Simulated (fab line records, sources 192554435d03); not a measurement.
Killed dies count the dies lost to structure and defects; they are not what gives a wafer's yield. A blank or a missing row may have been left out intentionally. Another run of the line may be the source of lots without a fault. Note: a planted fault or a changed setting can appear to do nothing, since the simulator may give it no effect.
Split-lot experiment -- flow n5 finfet -- 21 wafers read from 7 lots, route of 1938 steps

== THE SPLIT ==
At N5_BEOL_M4_ETCH_70 (etches SOC in N2/H2, target depth 80 nm, overetch 24 nm, time 130 s), the setting source w was moved away from the recipe's 840 W on 5 of the 21 wafers read, by -14.8% to +14.2%. All remaining wafers had this setting at the recipe value.

Reading taken at the split's own step.

== THE READING ==
rf vpp V, in V, at N5_BEOL_M4_ETCH_70 (etches SOC in N2/H2, target depth 80 nm, overetch 24 nm, time 130 s). A value of 523.9 V with a standard deviation of 2.9 V is what fault-free wafers of this fab line usually give.

wafer,"tool, chamber at the split","source w as run, W",against the recipe,"rf vpp V, V",against lot-mates on the recipe
L074.3,"rie diel-01, 3",715.3,-14.8%,556.4,+28.2
L074.5,"rie diel-01, 1",715.3,-14.8%,548.2,+20.0
L074.6,"rie diel-01, 3",840,recipe,528.2,-
L078.1,"rie diel-01, 2",840,recipe,522.1,-
L078.2,"rie diel-01, 3",840,recipe,526.8,-
L078.4,"rie diel-01, 1",840,recipe,521.5,-
L082.4,"rie diel-01, 1",840,recipe,521.6,-
L082.5,"rie diel-01, 1",772.9,-8.0%,535.8,+14.2
L082.6,"rie diel-01, 0",772.9,-8.0%,537.7,+16.1
L084.1,"rie diel-01, 1",840,recipe,521.8,-
L084.4,"rie diel-01, 2",840,recipe,522.3,-
L084.6,"rie diel-01, 0",840,recipe,521.6,-
L089.1,"rie diel-03, 2",840,recipe,528.5,-
L089.4,"rie diel-03, 3",840,recipe,522.7,-
L089.5,"rie diel-03, 1",840,recipe,526.6,-
L092.2,"rie diel-03, 3",959.6,+14.2%,500.3,-27.7
L092.3,"rie diel-03, 1",840,recipe,527.2,-
L092.6,"rie diel-03, 2",840,recipe,528.7,-
L097.1,"rie diel-01, 3",840,recipe,526.8,-
L097.3,"rie diel-01, 1",840,recipe,521.1,-
L097.6,"rie diel-01, 2",840,recipe,521.3,-

FIT RESULTS
A straight line over all 21 wafers: rf vpp V changes by -1.78 V for each +1% of source w; r = -0.96; the points scatter about the line by 3.1 V.
The same after taking each lot's own level away (the mean of its wafers on the recipe; 21 wafers): -1.76 V for each +1%; r = -0.98; scatter 2.4 V.
That fit puts the effect of the largest move of source w on the reading at 26 V.
Across the lots, their own levels run from 521.60 to 528.20 V, a range of 2.3 times the standard deviation given above.
The two slopes agree, so the slope changes little with the lot-to-lot level.
Check: +25 V against its lot-mates is what the line predicts for one of the wafers moved furthest among these (-14.8%) when that wafer is left out of the fit. Against them it came out at +28.2 V.
Tool readings at the split's step, against how far the setting was moved: rf vpp V r = -0.96.

== ADDITIONAL SPLITS CARRIED BY THESE WAFERS ==
Other splits were also applied to these wafers ahead of the reading. Each is held against what the fit with the lots' levels taken away leaves over:
other split on the same wafers,wafers away from the commonest value,r with rf vpp V (lot level and that fit taken away)
N5_BEOL_M3_EXPOSE_08 dose mj,6,-0.36
N5_BEOL_M3_EXPOSE_25 dose mj,6,-0.16
N5_BEOL_M4_DESCUM_33 time s,8,+0.17

== THE FILE'S OWN FIT ==
rf vpp V changes by -1.79 V for each +1% of source w, r = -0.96.
